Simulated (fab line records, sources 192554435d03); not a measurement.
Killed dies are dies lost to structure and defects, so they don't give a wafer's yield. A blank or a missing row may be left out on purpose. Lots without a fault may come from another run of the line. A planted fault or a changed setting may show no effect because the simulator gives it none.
Which tool did it? | flow n5_finfet | 22 lots, 66 wafers sampled, at 1 step of a route of 1938

WHAT THE GAUGES READ, wafer by wafer
N5_BEOL_M11_THK_MEAS_53: measures by xrf.
lot  | measured     | on            | M11_THK (nm)
L074 | day 10 23:10 | film_metro-02 | 144 136 144
L075 | day 11 00:22 | film_metro-02 | 135 133 137
L076 | day 11 17:54 | film_metro-01 | 137 134 138
L078 | day 11 20:33 | film_metro-02 | 135 135 139
L077 | day 11 22:34 | film_metro-01 | 140 135 140
L079 | day 12 02:50 | film_metro-01 | 138 135 139
L080 | day 12 10:12 | film_metro-02 | 139 134 135
L081 | day 12 10:29 | film_metro-02 | 136 143 136
L082 | day 12 18:53 | film_metro-02 | 139 132 134
L083 | day 13 10:53 | film_metro-02 | 136 133 141
L085 | day 13 17:52 | film_metro-02 | 135 138 134
L084 | day 13 18:14 | film_metro-02 | 138 140 134
L086 | day 14 01:07 | film_metro-02 | 133 135 132
L087 | day 14 19:14 | film_metro-02 | 135 136 135
L088 | day 14 21:53 | film_metro-02 | 131 135 136
L089 | day 15 03:26 | film_metro-01 | 140 142 141
L090 | day 15 13:46 | film_metro-01 | 143 140 143
L093 | day 16 00:26 | film_metro-02 | 134 132 135
L091 | day 16 01:09 | film_metro-02 | 139 131 133
L094 | day 16 08:05 | film_metro-02 | 139 138 141
L096 | day 16 21:46 | film_metro-02 | 141 140 142
L097 | day 16 22:10 | film_metro-02 | 139 139 138

WHICH TOOL RAN EACH LOT (tool, then ch and the chambers of the sampled wafers, then the start)
The record holds no process step before these readings.

WHAT THE TOOLS THEMSELVES READ (means of the sampled wafers that have a number; where no wafer has one, the mark that the record gives instead)
The record holds no such reading with a usual standard deviation.

THE ANSWER, worked out from the rows above alone
Rule: what is usual is taken from the lots themselves. Put in order of their means at a reading, lots are off if they are a third of the lots or fewer, leave a main group of 4 or more, and stand apart from it by a gap of 3 or more times the standard deviation of the main group's means; of several such gaps the widest counts. A main group whose means are all the same, to the digits that the tables above print for the reading, isn't used. A lot without any number at a reading at which 4 lots or more have one is off too. The other lots that the step has rows for count as sound. The gauges are gone through in route order, then the tools' own readings, and for those a lot's mean is taken as printed above. The first step at which some lot is off is used, and at that step the reading that is off furthest; a lot without a number counts as furthest.
No lot is off at any reading shown: from this, nothing can be told.

WHAT THE SIMULATOR HAD PUT IN
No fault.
